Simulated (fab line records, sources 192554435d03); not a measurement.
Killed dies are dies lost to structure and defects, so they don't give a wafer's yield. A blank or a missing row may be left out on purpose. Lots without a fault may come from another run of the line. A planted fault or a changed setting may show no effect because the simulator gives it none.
One fault seen from 2 desks | flow n5_finfet | each desk has only its own numbers; what lay behind them comes last

THE TOOL OWNER'S DESK: pecvd-01
The tool's own readings at N5_BEOL_M2_ILD_DEP_00 (deposits SiOC from DEMS/O2, target thk 79 nm, time 15.3 s): means of the sampled wafers that have a number, for each lot that ran on this tool. A lot is out of limits, marked OUT, if its mean lies more than 4 standard deviations from the usual mean; the brackets give that distance.
Columns: A = heater_power_outer_w at N5_BEOL_M2_ILD_DEP_00, usual 239 W; B = heater_power_w at N5_BEOL_M2_ILD_DEP_00, usual 468 W; C = showerhead_plenum_p_Torr at N5_BEOL_M2_ILD_DEP_00, usual 5.691 Torr; D = susceptor_temp_C at N5_BEOL_M2_ILD_DEP_00, usual 349.99 C; E = throttle_valve_pct at N5_BEOL_M2_ILD_DEP_00, usual 12.1 %
lot  | first seen here | A   | B   | C     | D      | E
L163 | day 7 07:40     | 253 | 481 | 5.673 | 349.90 | 12.6
L164 | day 7 15:56     | 262 | 465 | 5.700 | 349.97 | 11.7
L165 | day 8 18:00     | 254 | 452 | 5.693 | 350.04 | 11.8
L167 | day 8 20:40     | 223 | 443 | 5.696 | 349.69 | 12.0
L170 | day 9 17:27     | 229 | 448 | 5.687 | 349.93 | 12.6
L182 | day 13 07:09    | 234 | 486 | 5.685 | 350.05 | 13.2
This desk's finding: nothing out of limits on any of the 6 lots.

THE METROLOGY DESK
What the gauges read, lot by lot, whatever tool the lot ran on: means of the sampled wafers that have a number. A lot is out of limits, marked OUT, if its mean lies more than 4 standard deviations from the usual mean; the brackets give that distance. Of its 12 readings 7 are shown: those that lie furthest out on some lot.
Columns: A = M2_ILD_THK at N5_BEOL_M2_THK_MEAS_01, usual 78.9 nm; B = DIBL_P at N5_BEOL_M4_RC_MEAS_101, usual 36.8 mV/V; C = ION_P at N5_BEOL_M4_RC_MEAS_101, usual 462 uA/um; D = SS_N at N5_BEOL_M4_RC_MEAS_101, usual 71.6 mV/dec; E = SS_P at N5_BEOL_M4_RC_MEAS_101, usual 73.3 mV/dec; F = VT_N at N5_BEOL_M4_RC_MEAS_101, usual 248.8 mV; G = VT_P at N5_BEOL_M4_RC_MEAS_101, usual -251 mV
lot  | first seen here | A    | B    | C   | D    | E    | F     | G
L163 | day 7 07:17     | 79.0 | 39.2 | 464 | 72.4 | 74.1 | 247.7 | -252
L164 | day 7 15:36     | 78.5 | 38.1 | 469 | 71.7 | 72.7 | 249.6 | -249
L165 | day 8 17:41     | 78.8 | 38.5 | 464 | 71.8 | 74.0 | 246.1 | -249
L168 | day 8 19:59     | 79.5 | 35.9 | 474 | 71.5 | 72.9 | 246.4 | -249
L167 | day 8 20:21     | 82.2 | 37.2 | 464 | 72.1 | 73.1 | 247.4 | -251
L170 | day 9 17:07     | 79.2 | 36.5 | 467 | 71.5 | 73.4 | 247.6 | -250
L177 | day 11 16:25    | 78.6 | 37.4 | 463 | 71.8 | 73.3 | 247.2 | -249
L180 | day 12 10:38    | 78.9 | 36.9 | 451 | 71.3 | 73.6 | 248.0 | -256
L182 | day 13 06:48    | 77.6 | 37.6 | 459 | 71.2 | 72.8 | 252.8 | -252
This desk's finding: nothing out of limits on any of the 9 lots.

PUT TOGETHER
The tool owner's desk saw nothing out of limits.
The metrology desk saw nothing out of limits.

WHAT THE SIMULATOR HAD PUT IN
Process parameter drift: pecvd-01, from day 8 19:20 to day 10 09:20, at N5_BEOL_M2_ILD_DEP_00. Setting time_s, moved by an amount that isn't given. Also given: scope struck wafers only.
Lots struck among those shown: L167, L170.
